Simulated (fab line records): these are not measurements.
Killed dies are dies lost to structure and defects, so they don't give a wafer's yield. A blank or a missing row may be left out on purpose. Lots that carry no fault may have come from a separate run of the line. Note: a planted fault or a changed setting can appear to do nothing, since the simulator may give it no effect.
The tool behind it: which one? || flow nand-harc || Sampling: 12 lots, 36 wafers, 5 of 1159 route steps

WHAT EACH GAUGE READ, for each wafer
NHARC_END_SORT_01.
{"lot": "L478", "measured": "day 21 22:04", "on": "prober-02", "defect-limited-yield (%)": "81.5 97.2 96.8", "killed-at-array": "123 17 19", "killed-at-other": "0 1 1", "killed-at-periphery": "2 1 2", "killed-dies": "125 19 22", "killed-open": "5 3 3", "killed-short": "4 2 3", "sort_bin_2_pct (%)": "8.6 0.9 0.9", "sort_bin_3_pct (%)": "5.61 0 0.44", "sort_bin_4_pct (%)": "4.3 1.9 1.9", "sort-n-pass": "552 658 655", "sort-rim-yield-pct (%)": "89 94 94", "sort-yield-pct (%)": "81.5 97.2 96.8"}

TOOL THAT RAN EACH LOT (tool first, then ch and the chambers of the sampled wafers, then the start)
{"lot": "L468", "NHARC_A_M0_PRE_CLEAN_29": "pvd-sputter-02, day 18 08:22 or earlier", "NHARC_A_M0_PVD_21": "pvd-sputter-02, day 18 08:22 or earlier", "NHARC_A_M1_PVD_20": "pvd-sputter-02, day 18 08:22 or earlier", "NHARC_A_BONDPAD_ETCH_24": "rie-diel-06 ch 1,2, day 18 08:22"}
{"lot": "L472", "NHARC_A_M0_PRE_CLEAN_29": "pvd-sputter-01, day 18 09:55 or earlier", "NHARC_A_M0_PVD_21": "pvd-sputter-01, day 18 09:55 or earlier", "NHARC_A_M1_PVD_20": "pvd-sputter-02, day 18 09:55 or earlier", "NHARC_A_BONDPAD_ETCH_24": "rie-diel-06 ch 0,1, day 18 09:55"}
{"lot": "L469", "NHARC_A_M0_PRE_CLEAN_29": "pvd-sputter-03, day 18 10:29 or earlier", "NHARC_A_M0_PVD_21": "pvd-sputter-03, day 18 10:29 or earlier", "NHARC_A_M1_PVD_20": "pvd-sputter-01, day 18 10:29 or earlier", "NHARC_A_BONDPAD_ETCH_24": "rie-diel-04 ch 0,3, day 18 10:29"}
{"lot": "L473", "NHARC_A_M0_PRE_CLEAN_29": "pvd-sputter-02, day 19 06:53 or earlier", "NHARC_A_M0_PVD_21": "pvd-sputter-02, day 19 06:53 or earlier", "NHARC_A_M1_PVD_20": "pvd-sputter-03, day 19 06:53 or earlier", "NHARC_A_BONDPAD_ETCH_24": "rie-diel-03 ch 1,2, day 19 06:53"}
{"lot": "L474", "NHARC_A_M0_PRE_CLEAN_29": "pvd-sputter-02, day 19 19:38 or earlier", "NHARC_A_M0_PVD_21": "pvd-sputter-02, day 19 19:38 or earlier", "NHARC_A_M1_PVD_20": "pvd-sputter-02, day 19 19:38 or earlier", "NHARC_A_BONDPAD_ETCH_24": "rie-diel-04 ch 0,2,3, day 19 19:38"}
{"lot": "L478", "NHARC_A_M0_PRE_CLEAN_29": "pvd-sputter-02, day 20 17:02 or earlier", "NHARC_A_M0_PVD_21": "pvd-sputter-02, day 20 17:02 or earlier", "NHARC_A_M1_PVD_20": "pvd-sputter-01, day 20 17:02 or earlier", "NHARC_A_BONDPAD_ETCH_24": "rie-diel-06 ch 0,2,3, day 20 17:02"}
{"lot": "L485", "NHARC_A_M0_PRE_CLEAN_29": "pvd-sputter-03, day 22 18:40 or earlier", "NHARC_A_M0_PVD_21": "pvd-sputter-03, day 22 18:40 or earlier", "NHARC_A_M1_PVD_20": "pvd-sputter-03, day 22 18:40 or earlier", "NHARC_A_BONDPAD_ETCH_24": "rie-diel-03 ch 0,1, day 22 18:40"}
{"lot": "L486", "NHARC_A_M0_PRE_CLEAN_29": "pvd-sputter-02, day 23 06:24 or earlier", "NHARC_A_M0_PVD_21": "pvd-sputter-02, day 23 06:24 or earlier", "NHARC_A_M1_PVD_20": "pvd-sputter-01, day 23 06:24 or earlier", "NHARC_A_BONDPAD_ETCH_24": "rie-diel-03 ch 0,1,3, day 23 06:24"}
{"lot": "L483", "NHARC_A_M0_PRE_CLEAN_29": "pvd-sputter-02, day 23 06:47 or earlier", "NHARC_A_M0_PVD_21": "pvd-sputter-02, day 23 06:47 or earlier", "NHARC_A_M1_PVD_20": "pvd-sputter-01, day 23 06:47 or earlier", "NHARC_A_BONDPAD_ETCH_24": "rie-diel-03 ch 0,1, day 23 06:47"}
{"lot": "L488", "NHARC_A_M0_PRE_CLEAN_29": "pvd-sputter-02, day 23 09:33 or earlier", "NHARC_A_M0_PVD_21": "pvd-sputter-02, day 23 09:33 or earlier", "NHARC_A_M1_PVD_20": "pvd-sputter-03, day 23 09:33 or earlier", "NHARC_A_BONDPAD_ETCH_24": "rie-diel-06 ch 1,2,3, day 23 09:33"}
{"lot": "L491", "NHARC_A_M0_PRE_CLEAN_29": "pvd-sputter-03, day 23 14:46 or earlier", "NHARC_A_M0_PVD_21": "pvd-sputter-03, day 23 14:46 or earlier", "NHARC_A_M1_PVD_20": "pvd-sputter-02, day 23 14:46 or earlier", "NHARC_A_BONDPAD_ETCH_24": "rie-diel-04 ch 2,3, day 23 14:46"}
{"lot": "L490", "NHARC_A_M0_PRE_CLEAN_29": "pvd-sputter-01, day 23 15:05 or earlier", "NHARC_A_M0_PVD_21": "pvd-sputter-01, day 23 15:05 or earlier", "NHARC_A_M1_PVD_20": "pvd-sputter-03, day 23 15:05 or earlier", "NHARC_A_BONDPAD_ETCH_24": "rie-diel-06 ch 1,2,3, day 23 15:05"}
- NHARC_A_M0_PRE_CLEAN_29: time 30 s.
- NHARC_A_M0_PVD_21: deposits Cu, target thk 30 nm, time 20.49 s.
- NHARC_A_M1_PVD_20: deposits TaN, target thk 5 nm, time 8.06 s.
- NHARC_A_BONDPAD_ETCH_24: etches the open film in CF4/N2, target depth 30 nm, time 72.99 s.

WHAT THE TOOLS THEMSELVES READ (means of the sampled wafers that have a number; where no wafer has one, the mark that the record gives instead)
NHARC_A_M0_PRE_CLEAN_29.
{"lot": "L468", "tool": "pvd-sputter-02", "heater-power-w (W)": 445}
{"lot": "L472", "tool": "pvd-sputter-01", "heater-power-w (W)": 393}
{"lot": "L469", "tool": "pvd-sputter-03", "heater-power-w (W)": 388}
{"lot": "L473", "tool": "pvd-sputter-02", "heater-power-w (W)": 431}
{"lot": "L474", "tool": "pvd-sputter-02", "heater-power-w (W)": 426}
{"lot": "L478", "tool": "pvd-sputter-02", "heater-power-w (W)": 486}
{"lot": "L485", "tool": "pvd-sputter-03", "heater-power-w (W)": 403}
{"lot": "L486", "tool": "pvd-sputter-02", "heater-power-w (W)": 466}
{"lot": "L483", "tool": "pvd-sputter-02", "heater-power-w (W)": 485}
{"lot": "L488", "tool": "pvd-sputter-02", "heater-power-w (W)": 423}
{"lot": "L491", "tool": "pvd-sputter-03", "heater-power-w (W)": 441}
{"lot": "L490", "tool": "pvd-sputter-01", "heater-power-w (W)": 375}

NHARC_A_M0_PVD_21.
{"lot": "L468", "tool": "pvd-sputter-02", "throttle-valve-pct (%)": 29.4}
{"lot": "L472", "tool": "pvd-sputter-01", "throttle-valve-pct (%)": 29.2}
{"lot": "L469", "tool": "pvd-sputter-03", "throttle-valve-pct (%)": 30.3}
{"lot": "L473", "tool": "pvd-sputter-02", "throttle-valve-pct (%)": 29.2}
{"lot": "L474", "tool": "pvd-sputter-02", "throttle-valve-pct (%)": 29.9}
{"lot": "L478", "tool": "pvd-sputter-02", "throttle-valve-pct (%)": 29.7}
{"lot": "L485", "tool": "pvd-sputter-03", "throttle-valve-pct (%)": 30.0}
{"lot": "L486", "tool": "pvd-sputter-02", "throttle-valve-pct (%)": 29.6}
{"lot": "L483", "tool": "pvd-sputter-02", "throttle-valve-pct (%)": 29.2}
{"lot": "L488", "tool": "pvd-sputter-02", "throttle-valve-pct (%)": 29.3}
{"lot": "L491", "tool": "pvd-sputter-03", "throttle-valve-pct (%)": 29.3}
{"lot": "L490", "tool": "pvd-sputter-01", "throttle-valve-pct (%)": 30.2}

NHARC_A_M1_PVD_20.
{"lot": "L468", "tool": "pvd-sputter-02", "throttle-valve-pct (%)": 29.8}
{"lot": "L472", "tool": "pvd-sputter-02", "throttle-valve-pct (%)": 29.1}
{"lot": "L469", "tool": "pvd-sputter-01", "throttle-valve-pct (%)": 29.7}
{"lot": "L473", "tool": "pvd-sputter-03", "throttle-valve-pct (%)": 30.1}
{"lot": "L474", "tool": "pvd-sputter-02", "throttle-valve-pct (%)": 29.8}
{"lot": "L478", "tool": "pvd-sputter-01", "throttle-valve-pct (%)": 30.3}
{"lot": "L485", "tool": "pvd-sputter-03", "throttle-valve-pct (%)": 29.3}
{"lot": "L486", "tool": "pvd-sputter-01", "throttle-valve-pct (%)": 29.6}
{"lot": "L483", "tool": "pvd-sputter-01", "throttle-valve-pct (%)": 29.6}
{"lot": "L488", "tool": "pvd-sputter-03", "throttle-valve-pct (%)": 29.6}
{"lot": "L491", "tool": "pvd-sputter-02", "throttle-valve-pct (%)": 30.4}
{"lot": "L490", "tool": "pvd-sputter-03", "throttle-valve-pct (%)": 28.8}

NHARC_A_BONDPAD_ETCH_24.
{"lot": "L468", "tool": "rie-diel-06", "drypump-motor-current-A (A)": 6.0, "oes-product-au (a.u.)": 1.006, "rf-vpp-V (V)": 312.3, "showerhead-plenum-p-Torr (Torr)": 2.53, "throttle-valve-pct (%)": 19.792}
{"lot": "L472", "tool": "rie-diel-06", "drypump-motor-current-A (A)": 5.1, "oes-product-au (a.u.)": 1.006, "rf-vpp-V (V)": 314.0, "showerhead-plenum-p-Torr (Torr)": 2.59, "throttle-valve-pct (%)": 19.789}
{"lot": "L469", "tool": "rie-diel-04", "drypump-motor-current-A (A)": 6.1, "oes-product-au (a.u.)": 1.010, "rf-vpp-V (V)": 314.2, "showerhead-plenum-p-Torr (Torr)": 2.64, "throttle-valve-pct (%)": 19.801}
{"lot": "L473", "tool": "rie-diel-03", "drypump-motor-current-A (A)": 5.4, "oes-product-au (a.u.)": 0.992, "rf-vpp-V (V)": 315.4, "showerhead-plenum-p-Torr (Torr)": 2.74, "throttle-valve-pct (%)": 19.800}
{"lot": "L474", "tool": "rie-diel-04", "drypump-motor-current-A (A)": 5.9, "oes-product-au (a.u.)": 1.005, "rf-vpp-V (V)": 313.2, "showerhead-plenum-p-Torr (Torr)": 2.61, "throttle-valve-pct (%)": 19.790}
{"lot": "L478", "tool": "rie-diel-06", "drypump-motor-current-A (A)": 5.5, "oes-product-au (a.u.)": 0.996, "rf-vpp-V (V)": 314.3, "showerhead-plenum-p-Torr (Torr)": 2.63, "throttle-valve-pct (%)": 19.794}
{"lot": "L485", "tool": "rie-diel-03", "drypump-motor-current-A (A)": 5.4, "oes-product-au (a.u.)": 0.996, "rf-vpp-V (V)": 313.1, "showerhead-plenum-p-Torr (Torr)": 2.57, "throttle-valve-pct (%)": 19.800}
{"lot": "L486", "tool": "rie-diel-03", "drypump-motor-current-A (A)": 5.8, "oes-product-au (a.u.)": 0.999, "rf-vpp-V (V)": 314.9, "showerhead-plenum-p-Torr (Torr)": 2.65, "throttle-valve-pct (%)": 19.800}
{"lot": "L483", "tool": "rie-diel-03", "drypump-motor-current-A (A)": 5.5, "oes-product-au (a.u.)": 1.002, "rf-vpp-V (V)": 315.0, "showerhead-plenum-p-Torr (Torr)": 2.68, "throttle-valve-pct (%)": 19.796}
{"lot": "L488", "tool": "rie-diel-06", "drypump-motor-current-A (A)": 5.8, "oes-product-au (a.u.)": 1.009, "rf-vpp-V (V)": 313.8, "showerhead-plenum-p-Torr (Torr)": 2.58, "throttle-valve-pct (%)": 19.790}
{"lot": "L491", "tool": "rie-diel-04", "drypump-motor-current-A (A)": 5.8, "oes-product-au (a.u.)": 0.994, "rf-vpp-V (V)": 313.0, "showerhead-plenum-p-Torr (Torr)": 2.55, "throttle-valve-pct (%)": 19.795}
{"lot": "L490", "tool": "rie-diel-06", "drypump-motor-current-A (A)": 5.8, "oes-product-au (a.u.)": 1.006, "rf-vpp-V (V)": 313.3, "showerhead-plenum-p-Torr (Torr)": 2.58, "throttle-valve-pct (%)": 19.798}

THE ANSWER, worked out from the rows above alone
Rule: the lots themselves supply what counts as usual. Put in order of their means at a reading, lots are off if they are a third of the lots or fewer, leave a main group of 4 or more, and stand apart from it by a gap of 3 or more times the standard deviation of the main group's means; of several such gaps the widest counts. A main group whose means are all the same, to the digits that the tables above print for the reading, isn't used. Also off: a lot with no number at a reading for which 4 or more lots have one. The other lots that the step has rows for count as sound. The gauges are gone through in route order, then the tools' own readings, and for those a lot's mean is taken as printed above. At the first step where some lot is off, the reading lying furthest off is the one used; lots without a number count as furthest.
Nothing can be told from this: no lot is off at any reading shown.

WHAT HAD BEEN PUT IN BY THE SIMULATOR
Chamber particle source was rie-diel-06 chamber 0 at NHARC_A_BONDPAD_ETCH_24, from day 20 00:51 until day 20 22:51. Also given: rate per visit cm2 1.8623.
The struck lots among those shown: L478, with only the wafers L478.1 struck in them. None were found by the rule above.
